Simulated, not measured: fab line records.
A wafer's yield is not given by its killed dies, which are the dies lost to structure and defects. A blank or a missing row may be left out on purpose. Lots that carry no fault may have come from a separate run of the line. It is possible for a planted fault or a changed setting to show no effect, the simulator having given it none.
fab line records	flow n5-finfet
record lots=24	wafers=72	last-day=18
route steps=1938 shown BEOL_M3@979 BEOL_M4@1023
lots untouched by any fault: they come from a run of this same line in which no faults occurred
start-h: start of the lot's first displayed wafer, in hours after the record's first day	wait-h: hours since the lot's step before	" repeats the value in the row above	L1.1+2: a single row standing in for several wafers	- value missing, or start not given	* or withheld: withheld	< > ~ a bound
route shown NAME@n: names a module that has steps shown in the file, with the first one's number in the route	usual: mean and standard deviation over wafers with no fault	same: alike in all rows	chamber/n: place in a boat	sites: per-site readings	_std_site: standard deviation of those values	_edge_site: inner sites' mean taken away from outer sites' mean	radius-mm: for every site, how far away it sits from the centre of the wafer	mask NAME#n: copy n	behind: the most recent tool/chamber to have shaped the wafer	hold: why the lot went on hold/how many hours it stayed there/how the hold came to an end	device: which transistor (n, p or np) failed to switch	end of line: the tests these same wafers got at the end of their route	where a step has no rows: the recipe by itself	killed: at the first sort, the dies lost to defects and structure; wafer yield is something else	map: a wafer's dies, x killed, . not, _ none there
set.NAME: the setting the step ran with; set.NAME@STEP: the setting that earlier step ran with	model.NAME: the simulator's own value behind a step, which no gauge read
a sample of lots followed through the steps of the route, with each step as a table and each wafer as a row
services: the hour from which a tool's chamber was out of use, counted from the record's first day as start-h (under 0 if before that day), plus the number of hours and why
## steps
# step N5_BEOL_M3_STRIP_36
# recipe chemistry=N2/H2	power-w=450	temp-c=40	pressure-mtorr=20	rf-frequency-hz=6e+07	overash-fraction=0.3	bias-power-w=7	h2-frac=0.5	n2-flow-sccm=200	h2-flow-sccm=200
# usual drypump-motor-current-A=5.8/0.61	oes-product-au=0.80/0.091	rf-vpp-V=59.0/1.5	showerhead-plenum-p-Torr=2.52/0.068	throttle-valve-pct=23.7/0.31
lot.wafer	tool	chamber	start-h	wait-h	drypump-motor-current-A	oes-product-au	rf-hours-counter-h	rf-vpp-V	showerhead-plenum-p-Torr	throttle-valve-pct
L074.1	rie-diel-01	0	157.06	0.0	4.7	0.90	37	60.6	2.57	23.4
L074.4	"	3	"	"	6.4	0.89	49	60.1	2.48	23.5
L074.5	"	3	"	"	6.4	0.89	-	57.4	2.48	23.5
L075.4	rie-diel-04	1	162.04	0.0	6.5	0.81	99	58.0	2.55	23.7
L075.5	"	1	"	"	6.6	0.81	-	59.0	2.55	23.7
L075.6	"	0	"	"	5.8	0.67	-	60.7	2.62	24.2
L076.2	rie-diel-04	1	165.20	0.0	6.5	0.81	100	57.5	2.55	23.7
L076.3	"	3	"	"	6.6	0.73	183	58.0	2.43	23.9
L076.4	"	0	"	"	5.7	0.66	240	57.4	2.62	24.3
L077.1	rie-diel-01	2	165.40	0.0	6.1	0.99	11	56.8	2.51	23.2
L077.2	"	3	"	"	6.4	0.88	52	58.9	2.48	23.5
L077.4	"	0	"	"	4.8	0.91	40	58.6	2.57	23.3
L078.1	rie-diel-03	0	168.38	0.0	5.1	0.84	64	58.6	2.57	23.2
L078.4	"	2	"	"	5.5	0.69	220	58.7	2.40	23.8
L078.6	"	1	"	"	5.3	0.75	-	56.5	2.53	23.5
L079.1	rie-diel-03	0	177.91	0.0	5.0	0.85	67	60.6	2.57	23.2
L079.3	"	2	"	"	5.5	0.69	223	56.1	2.40	23.8
L079.6	"	2	"	"	5.5	0.70	-	59.6	2.40	23.8
L080.3	rie-diel-04	2	181.09	0.0	5.7	0.89	21	61.3	2.61	24.1
L080.4	"	3	"	"	6.6	0.72	188	58.9	2.43	23.9
L080.5	"	2	"	"	5.7	0.92	-	58.2	2.61	24.1
L081.2	rie-diel-01	1	189.52	0.0	5.2	0.72	211	57.6	2.51	23.9
L081.3	"	2	"	"	6.1	0.95	19	59.1	2.51	23.2
L081.5	"	1	"	"	5.2	0.71	-	61.0	2.51	23.9
L082.3	rie-diel-04	2	197.18	0.0	5.7	0.88	26	60.3	2.61	24.2
L082.4	"	3	"	"	6.6	0.72	193	60.6	2.42	23.9
L082.5	"	2	"	"	5.7	0.89	-	57.3	2.61	24.2
L083.2	rie-diel-04	1	206.98	0.0	6.5	0.79	113	57.3	2.54	23.8
L083.5	"	3	"	"	6.6	0.72	-	61.0	2.42	23.9
L083.6	"	1	"	"	6.5	0.79	-	58.3	2.54	23.8
L084.2	rie-diel-03	0	211.47	0.0	5.1	0.84	76	56.4	2.57	23.2
L084.3	"	2	"	"	5.6	0.69	233	60.4	2.39	23.8
L084.6	"	1	"	"	5.3	0.73	-	59.0	2.53	23.5
L085.2	rie-diel-01	0	214.52	0.0	4.7	0.88	55	58.1	2.57	23.4
L085.5	"	2	"	"	6.1	0.94	-	59.0	2.50	23.3
L085.6	"	1	"	"	5.2	0.70	-	57.8	2.51	23.9
L086.1	rie-diel-01	3	218.33	0.0	6.4	0.87	68	59.8	2.47	23.5
L086.3	"	2	"	"	6.1	0.93	28	57.0	2.50	23.3
L086.5	"	2	"	"	6.1	0.93	-	56.9	2.50	23.2
L087.1	rie-diel-04	2	234.16	0.0	5.7	0.87	40	58.4	2.60	24.2
L087.5	"	3	"	"	6.6	0.70	-	57.6	2.42	23.9
L087.6	"	2	"	"	5.7	0.87	-	60.8	2.60	24.2
L090.2	rie-diel-01	0	242.06	0.0	4.8	0.86	64	61.1	2.56	23.4
L090.3	"	3	"	"	6.4	0.85	76	57.1	2.47	23.6
L090.5	"	0	"	"	4.8	0.86	-	59.4	2.56	23.4
L088.1	rie-diel-03	2	245.53	0.0	5.5	0.67	243	57.7	2.39	23.8
L088.3	"	1	"	"	5.3	0.73	189	59.5	2.52	23.5
L088.4	"	0	"	"	5.0	0.85	86	58.6	2.56	23.2
L089.1	rie-diel-01	2	248.92	0.0	6.1	0.92	38	58.2	2.50	23.3
L089.4	"	3	"	"	6.4	0.86	78	60.3	2.47	23.6
L089.5	"	0	"	"	4.7	0.86	-	57.2	2.56	23.4
L091.2	rie-diel-03	0	251.98	0.0	5.0	0.84	88	61.0	2.56	23.2
L091.3	"	3	"	"	6.3	0.71	224	60.4	2.61	23.3
L091.6	"	3	"	"	6.3	0.71	-	61.7	2.61	23.3
L092.1	rie-diel-01	2	255.14	0.0	6.1	0.90	40	58.8	2.50	23.3
L092.2	"	0	"	"	4.8	0.85	68	58.2	2.56	23.4
L092.3	"	1	"	"	5.2	0.69	231	57.7	2.50	23.9
L093.3	rie-diel-01	2	261.13	0.0	6.1	0.90	42	60.1	2.50	23.3
L093.4	"	3	"	"	6.4	0.84	82	57.2	2.47	23.6
L093.6	"	3	"	"	6.4	0.84	-	59.8	2.47	23.6
L094.1	rie-diel-03	1	265.65	0.0	5.3	0.73	195	57.7	2.52	23.5
L094.5	"	0	"	"	5.0	0.83	-	59.6	2.56	23.2
L094.6	"	3	"	"	6.2	0.70	-	61.7	2.60	23.3
L095.2	rie-diel-04	0	276.16	0.0	5.8	0.91	18	57.8	2.60	23.9
L095.3	"	3	"	"	6.6	0.69	218	59.3	2.41	23.9
L095.4	"	0	"	"	5.8	0.92	-	59.8	2.60	23.9
L096.2	rie-diel-01	3	292.67	0.0	6.4	0.83	90	57.8	2.46	23.6
L096.4	"	0	"	"	4.8	0.85	78	57.6	2.56	23.4
L096.6	"	0	"	"	4.7	0.83	-	58.3	2.56	23.4
L097.3	rie-diel-04	2	295.83	0.0	5.7	0.83	54	60.5	2.60	24.2
L097.5	"	1	"	"	6.6	0.78	-	61.1	2.53	23.8
L097.6	"	2	"	"	5.7	0.83	-	59.5	2.60	24.2
# step N5_BEOL_M3_ALD_84
# recipe material=TaN	target-thk-a=*	temp-c=275	ald-precursor-family=PDMAT	ald-co-reactant=NH3	pressure-torr=3	carrier-flow-sccm=1500	pulse-time-s=2	purge-time-s=3	co-reactant-purge-time-s=2	co-reactant-pulse-time-s=3	ald-cycles=30	precursor-vessel-temp-c=75	precursor-vessel-pressure-torr=26.25	precursor-vessel-carrier-sccm=1000
# usual heater-power-w=408/30	mfc-carrier-sccm=1500/4.4
lot.wafer	tool	chamber	start-h	wait-h	heater-power-w	mfc-carrier-sccm
L074.1	ald-metal-03	2	157.64	0.1	428	1498
L074.4	"	3	"	"	404	1504
L074.5	"	1	"	"	398	1499
L075.4	ald-metal-02	1	162.87	0.1	427	1497
L075.5	"	0	"	"	406	1507
L075.6	"	1	"	"	423	1500
L076.2	ald-metal-02	1	165.82	0.1	426	1504
L076.3	"	2	"	"	415	1504
L076.4	"	3	"	"	352	1497
L077.1	ald-metal-03	1	166.04	0.0	399	1494
L077.2	"	2	"	"	412	1501
L077.4	"	2	"	"	428	1493
L078.1	ald-metal-02	1	169.02	0.0	434	1500
L078.4	"	0	"	"	415	1498
L078.6	"	1	"	"	447	1505
L079.1	ald-metal-02	3	178.88	0.0	351	1499
L079.3	"	1	"	"	445	1500
L079.6	"	1	"	"	433	1499
L080.3	ald-metal-04	1	181.74	0.1	459	1504
L080.4	"	3	"	"	387	1503
L080.5	"	1	"	"	466	1506
L081.2	ald-metal-04	2	190.21	0.0	373	1504
L081.3	"	3	"	"	374	1492
L081.5	"	3	"	"	389	1492
L082.3	ald-metal-03	2	198.13	0.0	449	1493
L082.4	"	1	"	"	406	1500
L082.5	"	0	"	"	422	1497
L083.2	ald-metal-02	0	208.01	0.0	408	1492
L083.5	"	1	"	"	426	1506
L083.6	"	0	"	"	390	1488
L084.2	ald-metal-04	0	212.33	0.0	415	1498
L084.3	"	1	"	"	470	1496
L084.6	"	3	"	"	388	1496
L085.2	ald-metal-02	0	215.44	0.1	405	1494
L085.5	"	2	"	"	411	1507
L085.6	"	3	"	"	350	1495
L086.1	ald-metal-02	3	219.35	0.1	357	1498
L086.3	"	0	"	"	410	1498
L086.5	"	3	"	"	349	1505
L087.1	ald-metal-04	0	235.21	0.1	419	1499
L087.5	"	3	"	"	376	1504
L087.6	"	2	"	"	373	1498
L090.2	ald-metal-02	1	242.95	0.3	438	1498
L090.3	"	3	"	"	355	1503
L090.5	"	1	"	"	424	1497
L088.1	ald-metal-04	2	246.72	0.1	386	1498
L088.3	"	1	"	"	466	1499
L088.4	"	3	"	"	368	1497
L089.1	ald-metal-04	0	249.90	0.0	430	1493
L089.4	"	2	"	"	382	1499
L089.5	"	2	"	"	376	1502
L091.2	ald-metal-04	2	252.90	0.1	375	1504
L091.3	"	0	"	"	428	1499
L091.6	"	0	"	"	421	1500
L092.1	ald-metal-04	1	256.26	0.0	469	1506
L092.2	"	0	"	"	419	1504
L092.3	"	2	"	"	377	1502
L093.3	ald-metal-02	0	261.89	0.0	408	1493
L093.4	"	1	"	"	439	1493
L093.6	"	1	"	"	432	1499
L094.1	ald-metal-02	0	266.42	0.1	411	1496
L094.5	"	1	"	"	430	1497
L094.6	"	2	"	"	416	1503
L095.2	ald-metal-03	1	276.93	0.1	408	1505
L095.3	"	3	"	"	399	1507
L095.4	"	1	"	"	401	1505
L096.2	ald-metal-04	2	293.17	0.0	381	1490
L096.4	"	1	"	"	464	1497
L096.6	"	0	"	"	435	1500
L097.3	ald-metal-04	2	296.96	0.2	377	1503
L097.5	"	0	"	"	419	1501
L097.6	"	3	"	"	389	1504
# step N5_BEOL_M3_ANNEAL_87
# recipe temp-c=400	time-s=240	ambient=vacuum
# usual heater-power-w=840/62
lot.wafer	tool	chamber	start-h	wait-h	heater-power-w
L074.1	pvd-sputter-03	-	159.02	0.0	798
L074.4	"	-	"	"	837
L074.5	"	-	"	"	809
L075.4	pvd-sputter-03	-	164.16	0.0	792
L075.5	"	-	"	"	810
L075.6	"	-	"	"	907
L076.2	pvd-sputter-02	-	167.11	0.0	834
L076.3	"	-	"	"	1054
L076.4	"	-	"	"	811
L077.1	pvd-sputter-01	-	167.42	0.0	817
L077.2	"	-	"	"	765
L077.4	"	-	"	"	795
L078.1	pvd-sputter-02	-	170.41	0.0	924
L078.4	"	-	"	"	850
L078.6	"	-	"	"	1027
L079.1	pvd-sputter-01	-	180.26	0.0	798
L079.3	"	-	"	"	811
L079.6	"	-	"	"	788
L080.3	pvd-sputter-01	-	183.60	0.0	837
L080.4	"	-	"	"	807
L080.5	"	-	"	"	801
L081.2	pvd-sputter-01	-	191.40	0.0	807
L081.3	"	-	"	"	815
L081.5	"	-	"	"	794
L082.3	pvd-sputter-02	-	203.05	0.0	824
L082.4	"	-	"	"	1055
L082.5	"	-	"	"	1020
L083.2	pvd-sputter-02	-	209.29	0.0	864
L083.5	"	-	"	"	838
L083.6	"	-	"	"	1060
L084.2	pvd-sputter-02	-	213.59	0.0	1013
L084.3	"	-	"	"	826
L084.6	"	-	"	"	893
L085.2	pvd-sputter-03	-	216.78	0.0	874
L085.5	"	-	"	"	810
L085.6	"	-	"	"	845
L086.1	pvd-sputter-03	-	220.58	0.0	799
L086.3	"	-	"	"	834
L086.5	"	-	"	"	888
L087.1	pvd-sputter-02	-	236.62	0.0	907
L087.5	"	-	"	"	899
L087.6	"	-	"	"	844
L090.2	pvd-sputter-01	-	246.22	0.0	768
L090.3	"	-	"	"	834
L090.5	"	-	"	"	803
L088.1	pvd-sputter-01	-	248.06	0.0	778
L088.3	"	-	"	"	823
L088.4	"	-	"	"	765
L089.1	pvd-sputter-01	-	251.18	0.0	837
L089.4	"	-	"	"	804
L089.5	"	-	"	"	805
L091.2	pvd-sputter-03	-	254.12	0.0	828
L091.3	"	-	"	"	905
L091.6	"	-	"	"	882
L092.1	pvd-sputter-01	-	257.57	0.0	827
L092.2	"	-	"	"	763
L092.3	"	-	"	"	795
L093.3	pvd-sputter-03	-	264.70	0.0	810
L093.4	"	-	"	"	854
L093.6	"	-	"	"	830
L094.1	pvd-sputter-03	-	267.72	0.0	777
L094.5	"	-	"	"	851
L094.6	"	-	"	"	815
L095.2	pvd-sputter-03	-	279.14	0.0	818
L095.3	"	-	"	"	896
L095.4	"	-	"	"	818
L096.2	pvd-sputter-01	-	294.74	0.0	797
L096.4	"	-	"	"	844
L096.6	"	-	"	"	770
L097.3	pvd-sputter-03	-	300.16	0.0	807
L097.5	"	-	"	"	820
L097.6	"	-	"	"	897
# step N5_BEOL_M4_PECVD_72
# recipe material=SiO2	target-thk-a=160	temp-c=400	precursor=TEOS/O2	pressure-torr=5.5	rf-w=450	teos-flow-sccm=53.8	gas=O2	flow-sccm=3000	time-s=18
# usual heater-power-w=734/97	showerhead-plenum-p-Torr=8.83/0.074	throttle-valve-pct=22.0/0.67
lot.wafer	tool	chamber	start-h	wait-h	heater-power-w	showerhead-plenum-p-Torr	throttle-valve-pct
L074.1	pecvd-02	1	161.33	0.0	553	8.72	21.8
L074.4	"	1	"	"	549	8.72	21.9
L074.5	"	2	"	"	709	8.75	22.8
L075.4	pecvd-04	2	166.45	0.1	862	8.82	21.6
L075.5	"	1	"	"	871	8.92	23.9
L075.6	"	0	"	"	657	8.79	21.9
L076.2	pecvd-03	0	169.35	0.0	850	8.93	20.9
L076.3	"	2	"	"	620	8.91	21.5
L076.4	"	2	"	"	637	8.89	21.8
L077.1	pecvd-04	1	169.78	0.0	861	8.91	23.9
L077.2	"	2	"	"	924	8.78	21.9
L077.4	"	1	"	"	892	8.91	23.7
L078.1	pecvd-03	2	172.69	0.0	654	8.93	21.6
L078.4	"	0	"	"	760	8.90	21.2
L078.6	"	1	"	"	740	8.82	21.5
L079.1	pecvd-03	0	182.51	0.0	785	8.89	21.5
L079.3	"	2	"	"	709	8.92	21.7
L079.6	"	1	"	"	718	8.82	21.7
L080.3	pecvd-04	1	185.86	0.0	751	8.91	23.7
L080.4	"	2	"	"	821	8.79	21.9
L080.5	"	1	"	"	769	8.92	24.0
L081.2	pecvd-03	1	193.73	0.0	655	8.84	21.9
L081.3	"	0	"	"	880	8.90	21.4
L081.5	"	1	"	"	650	8.83	21.8
L082.3	pecvd-03	1	205.29	0.0	692	8.82	21.7
L082.4	"	0	"	"	845	8.91	21.5
L082.5	"	2	"	"	679	8.89	21.5
L083.2	pecvd-03	1	211.53	0.0	707	8.83	21.8
L083.5	"	2	"	"	718	8.91	21.6
L083.6	"	1	"	"	716	8.84	21.6
L084.2	pecvd-03	2	215.84	0.0	676	8.91	21.7
L084.3	"	1	"	"	689	8.81	21.8
L084.6	"	1	"	"	710	8.83	21.4
L085.2	pecvd-02	1	219.04	0.0	522	8.67	22.0
L085.5	"	0	"	"	684	8.70	21.7
L085.6	"	1	"	"	532	8.68	21.8
L086.1	pecvd-04	0	222.86	0.0	707	8.78	22.1
L086.3	"	1	"	"	802	8.90	23.7
L086.5	"	2	"	"	905	8.80	21.6
L087.1	pecvd-04	2	238.95	0.0	825	8.78	21.9
L087.5	"	1	"	"	836	8.92	23.7
L087.6	"	0	"	"	691	8.79	22.0
L090.2	pecvd-03	2	248.46	0.0	747	8.92	21.6
L090.3	"	0	"	"	839	8.90	21.5
L090.5	"	2	"	"	768	8.91	21.7
L088.1	pecvd-02	0	250.31	0.0	755	8.71	22.1
L088.3	"	0	"	"	760	8.69	22.1
L088.4	"	1	"	"	557	8.72	21.8
L089.1	pecvd-03	2	253.41	0.0	712	8.91	21.8
L089.4	"	2	"	"	699	8.91	21.8
L089.5	"	0	"	"	821	8.89	21.8
L091.2	pecvd-03	0	256.35	0.0	758	8.89	21.9
L091.3	"	1	"	"	650	8.84	21.7
L091.6	"	0	"	"	765	8.89	21.8
L092.1	pecvd-03	1	259.80	0.0	639	8.85	21.8
L092.2	"	0	"	"	897	8.90	21.1
L092.3	"	2	"	"	732	8.94	22.1
L093.3	pecvd-03	0	266.94	0.0	746	8.87	21.6
L093.4	"	0	"	"	777	8.90	21.8
L093.6	"	1	"	"	675	8.85	21.9
L094.1	pecvd-04	0	269.98	0.0	614	8.79	22.0
L094.5	"	0	"	"	636	8.81	21.7
L094.6	"	2	"	"	886	8.78	21.9
L095.2	pecvd-04	1	281.39	0.0	830	8.92	23.7
L095.3	"	2	"	"	869	8.76	21.8
L095.4	"	2	"	"	882	8.79	21.9
L096.2	pecvd-02	0	296.99	0.0	743	8.70	22.3
L096.4	"	0	"	"	731	8.71	22.0
L096.6	"	2	"	"	694	8.74	21.3
L097.3	pecvd-04	2	302.72	0.1	864	8.77	21.9
L097.5	"	2	"	"	863	8.78	22.0
L097.6	"	0	"	"	586	8.81	22.4
# step N5_BEOL_M4_OVL_MEAS_12
# recipe points-per-wafer=522
# usual M4_OVL=0.6/0.65
lot.wafer	tool	chamber	start-h	wait-h	M4_OVL[nm]
L074.1	overlay-01	0	162.67	0.0	0.4
L074.4	"	0	"	"	1.2
L074.5	"	0	"	"	0.2
L075.4	overlay-01	0	168.76	0.0	2.1
L075.5	"	0	"	"	1.5
L075.6	"	0	"	"	1.7
L076.2	overlay-02	0	169.83	0.0	0.3
L076.3	"	0	"	"	-0.2
L076.4	"	0	"	"	-0.5
L077.1	overlay-01	0	171.67	0.0	0.6
L077.2	"	0	"	"	0.5
L077.4	"	0	"	"	0.3
L078.1	overlay-02	0	175.26	0.0	-0.5
L078.4	"	0	"	"	-0.1
L078.6	"	0	"	"	0.3
L079.1	overlay-02	0	183.80	0.0	-0.1
L079.3	"	0	"	"	-0.1
L079.6	"	0	"	"	1.1
L080.3	overlay-02	0	188.68	0.0	-0.4
L080.4	"	0	"	"	0.9
L080.5	"	0	"	"	0.1
L081.2	overlay-01	0	195.16	0.0	-0.4
L081.3	"	0	"	"	-0.8
L081.5	"	0	"	"	-0.4
L082.3	overlay-01	0	206.37	0.0	-0.4
L082.4	"	0	"	"	0.1
L082.5	"	0	"	"	-0.6
L083.2	overlay-01	0	212.55	0.0	0.3
L083.5	"	0	"	"	-0.6
L083.6	"	0	"	"	0.4
L084.2	overlay-01	0	217.12	0.0	0.7
L084.3	"	0	"	"	1.5
L084.6	"	0	"	"	0.9
L085.2	overlay-01	0	220.06	0.0	0.8
L085.5	"	0	"	"	1.2
L085.6	"	0	"	"	0.8
L086.1	overlay-01	0	223.51	0.0	0.9
L086.3	"	0	"	"	0.1
L086.5	"	0	"	"	1.1
L087.1	overlay-02	0	240.91	0.0	1.4
L087.5	"	0	"	"	1.6
L087.6	"	0	"	"	0.4
L090.2	overlay-02	0	249.59	0.0	1.6
L090.3	"	0	"	"	2.0
L090.5	"	0	"	"	0.8
L088.1	overlay-01	0	252.25	0.0	0.6
L088.3	"	0	"	"	0.4
L088.4	"	0	"	"	-0.3
L089.1	overlay-02	0	256.11	0.0	0.9
L089.4	"	0	"	"	0.6
L089.5	"	0	"	"	-0.1
L091.2	overlay-02	0	259.46	0.0	0.7
L091.3	"	0	"	"	0.8
L091.6	"	0	"	"	1.5
L092.1	overlay-01	0	261.17	0.0	1.4
L092.2	"	0	"	"	-0.2
L092.3	"	0	"	"	1.2
L093.3	overlay-01	0	269.42	0.0	0.9
L093.4	"	0	"	"	1.0
L093.6	"	0	"	"	1.1
L094.1	overlay-01	0	270.86	0.0	0.0
L094.5	"	0	"	"	-0.5
L094.6	"	0	"	"	1.7
L095.2	overlay-01	0	283.50	0.0	1.3
L095.3	"	0	"	"	0.5
L095.4	"	0	"	"	0.6
L096.2	overlay-01	0	300.96	0.0	0.4
L096.4	"	0	"	"	0.8
L096.6	"	0	"	"	1.1
L097.3	overlay-02	0	303.49	0.0	0.5
L097.5	"	0	"	"	0.9
L097.6	"	0	"	"	0.3
# step N5_BEOL_M4_CD_MEAS_18
# recipe pitch-nm=36	target-cd-nm=18
# usual cd-nm=17.9/0.37
lot.wafer	tool	chamber	start-h	wait-h	cd-nm
L074.1	cd-sem-02	-	163.19	0.0	18.0
L074.4	"	-	"	"	17.5
L074.5	"	-	"	"	17.8
L075.4	cd-sem-01	-	169.53	0.1	19.2
L075.5	"	-	"	"	17.8
L075.6	"	-	"	"	18.0
L076.2	cd-sem-01	-	170.48	0.1	18.1
L076.3	"	-	"	"	17.8
L076.4	"	-	"	"	17.5
L077.1	cd-sem-03	-	172.26	0.0	17.5
L077.2	"	-	"	"	18.4
L077.4	"	-	"	"	18.1
L078.1	cd-sem-03	-	176.37	0.0	17.6
L078.4	"	-	"	"	17.7
L078.6	"	-	"	"	17.8
L079.1	cd-sem-02	-	184.41	0.0	18.3
L079.3	"	-	"	"	17.7
L079.6	"	-	"	"	17.7
L080.3	cd-sem-03	-	189.19	0.1	18.0
L080.4	"	-	"	"	17.2
L080.5	"	-	"	"	17.5
L081.2	cd-sem-02	-	195.83	0.1	17.5
L081.3	"	-	"	"	17.6
L081.5	"	-	"	"	17.3
L082.3	cd-sem-01	-	206.98	0.1	18.3
L082.4	"	-	"	"	18.6
L082.5	"	-	"	"	18.3
L083.2	cd-sem-01	-	213.08	0.1	17.6
L083.5	"	-	"	"	17.4
L083.6	"	-	"	"	17.9
L084.2	cd-sem-01	-	217.65	0.1	17.4
L084.3	"	-	"	"	17.9
L084.6	"	-	"	"	17.8
L085.2	cd-sem-02	-	220.82	0.1	18.2
L085.5	"	-	"	"	18.4
L085.6	"	-	"	"	18.2
L086.1	cd-sem-01	-	224.04	0.0	17.7
L086.3	"	-	"	"	17.9
L086.5	"	-	"	"	17.5
L087.1	cd-sem-03	-	241.53	0.0	18.3
L087.5	"	-	"	"	18.1
L087.6	"	-	"	"	17.9
L090.2	cd-sem-01	-	250.86	0.1	17.8
L090.3	"	-	"	"	17.9
L090.5	"	-	"	"	18.2
L088.1	cd-sem-01	-	252.82	0.0	18.4
L088.3	"	-	"	"	18.0
L088.4	"	-	"	"	17.7
L089.1	cd-sem-02	-	256.64	0.0	18.6
L089.4	"	-	"	"	18.7
L089.5	"	-	"	"	18.7
L091.2	cd-sem-02	-	259.98	0.1	17.6
L091.3	"	-	"	"	17.5
L091.6	"	-	"	"	18.0
L092.1	cd-sem-01	-	261.70	0.0	17.7
L092.2	"	-	"	"	17.9
L092.3	"	-	"	"	18.1
L093.3	cd-sem-02	-	270.45	0.1	18.1
L093.4	"	-	"	"	17.9
L093.6	"	-	"	"	17.6
L094.1	cd-sem-02	-	271.54	0.0	18.0
L094.5	"	-	"	"	18.4
L094.6	"	-	"	"	18.7
L095.2	cd-sem-03	-	284.14	0.1	18.2
L095.3	"	-	"	"	18.1
L095.4	"	-	"	"	18.1
L096.2	cd-sem-03	-	301.58	0.1	18.2
L096.4	"	-	"	"	17.1
L096.6	"	-	"	"	17.9
L097.3	cd-sem-02	-	304.00	0.1	17.8
L097.5	"	-	"	"	17.6
L097.6	"	-	"	"	17.7
## services
tool	chamber	start-h	hours	kind
ald-metal-04	-	138.31	2.8	pm
rie-diel-04	1	139.52	4.0	repair
pecvd-04	0	147.23	-	calibration
pecvd-03	-	148.09	0.9	repair
pecvd-04	2	157.25	1.7	repair
ald-metal-03	0	163.31	4.2	repair
pecvd-04	2	170.42	5.5	scheduled-down
pecvd-02	-	184.99	27.0	repair
ald-metal-02	-	199.93	1.4	repair
ald-metal-04	-	218.32	1.2	pm
pecvd-03	1	218.40	5.5	scheduled-down
rie-diel-04	1	221.30	13.8	repair
pecvd-03	0	224.32	5.5	scheduled-down
ald-metal-03	-	227.70	28.1	pm
ald-metal-02	-	229.87	1.3	repair
ald-metal-02	1	236.96	4.1	repair
rie-diel-01	1	240.27	4.0	repair
ald-metal-04	1	244.04	-	calibration
ald-metal-03	0	269.45	8.5	repair
ald-metal-04	1	271.72	1.9	repair
rie-diel-04	2	273.35	7.5	repair
pvd-sputter-02	-	279.52	3.8	repair
ald-metal-03	3	297.82	3.1	repair
pecvd-04	1	298.99	6.2	repair
## key
fault none
